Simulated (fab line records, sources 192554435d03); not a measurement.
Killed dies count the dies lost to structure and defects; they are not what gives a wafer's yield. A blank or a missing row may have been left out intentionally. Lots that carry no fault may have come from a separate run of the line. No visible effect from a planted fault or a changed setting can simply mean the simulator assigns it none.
One fault through the eyes of 2 desks || flow n5-finfet || only its own numbers are on each desk; what lay behind them is given at the end

## METROLOGY DESK
What the gauges read for every lot (on any tool): the sampled wafers with a number, averaged. Marked OUT: a lot whose mean sits more than 4 standard deviations from the usual mean, which makes it out of limits; the brackets give that distance.
Columns: A = trench-depth-nm at N5_FIN_SAQP_OCD_MEAS_76, usual 120.0 nm; B = cd-nm at N5_FIN_CUT_CD_MEAS_08, usual 29.16 nm
{"lot": "L990", "first seen here": "day 2 08:55", "A": 118.7, "B": 29.08}
{"lot": "L992", "first seen here": "day 2 21:46", "A": 120.1, "B": 29.27}
{"lot": "L993", "first seen here": "day 3 02:57", "A": 120.9, "B": 29.15}
{"lot": "L994", "first seen here": "day 3 10:14", "A": 118.5, "B": 29.20}
{"lot": "L995", "first seen here": "day 3 15:37", "A": 119.8, "B": 29.27}
{"lot": "L997", "first seen here": "day 4 03:20", "A": 120.2, "B": 28.88}
{"lot": "L998", "first seen here": "day 4 08:01", "A": 120.1, "B": 29.22}
{"lot": "L105", "first seen here": "day 6 03:13", "A": 120.0, "B": 29.12}
{"lot": "L106", "first seen here": "day 6 08:58", "A": 117.8, "B": 29.06}
{"lot": "L110", "first seen here": "day 7 09:33", "A": 121.3, "B": 29.09}
{"lot": "L111", "first seen here": "day 7 14:34", "A": 123.1, "B": 29.43}
{"lot": "L112", "first seen here": "day 7 20:35", "A": 119.0, "B": 29.08}
This desk's finding: nothing out of limits on any of the 12 lots.

## TOOL OWNER'S DESK, rie-si-06
The tool's own readings at N5_FIN_CUT_CUT_ETCH_15 (etches Si in HBr/Cl2/O2, target depth 100 nm, bt time 10 s, time 42.4 s): means of the sampled wafers that have a number, for each lot that ran on this tool. Marked OUT: a lot whose mean sits more than 4 standard deviations from the usual mean, which makes it out of limits; the brackets give that distance.
Columns: A = drypump-motor-current-A at N5_FIN_CUT_CUT_ETCH_15, usual 5.7 A; B = he-backside-leak-sccm at N5_FIN_CUT_CUT_ETCH_15, usual 2.71 sccm; C = oes-product-au at N5_FIN_CUT_CUT_ETCH_15, usual 1.004 a.u.; D = throttle-valve-pct at N5_FIN_CUT_CUT_ETCH_15, usual 37.0 %
{"lot": "L993", "first seen here": "day 3 04:30", "A": 5.8, "B": 2.50, "C": 1.002, "D": 37.2}
{"lot": "L994", "first seen here": "day 3 11:25", "A": 6.0, "B": 2.62, "C": 1.001, "D": 37.1}
{"lot": "L995", "first seen here": "day 3 16:55", "A": 5.6, "B": 2.46, "C": 1.017, "D": 36.7}
{"lot": "L997", "first seen here": "day 4 04:32", "A": 5.7, "B": 2.42, "C": 1.009, "D": 36.8}
This desk's finding: nothing out of limits on any of the 4 lots.

## PUT TOGETHER
Nothing out of limits was seen by the metrology desk.
Nothing out of limits was seen by the tool owner's desk.

## WHAT THE SIMULATOR PUT IN
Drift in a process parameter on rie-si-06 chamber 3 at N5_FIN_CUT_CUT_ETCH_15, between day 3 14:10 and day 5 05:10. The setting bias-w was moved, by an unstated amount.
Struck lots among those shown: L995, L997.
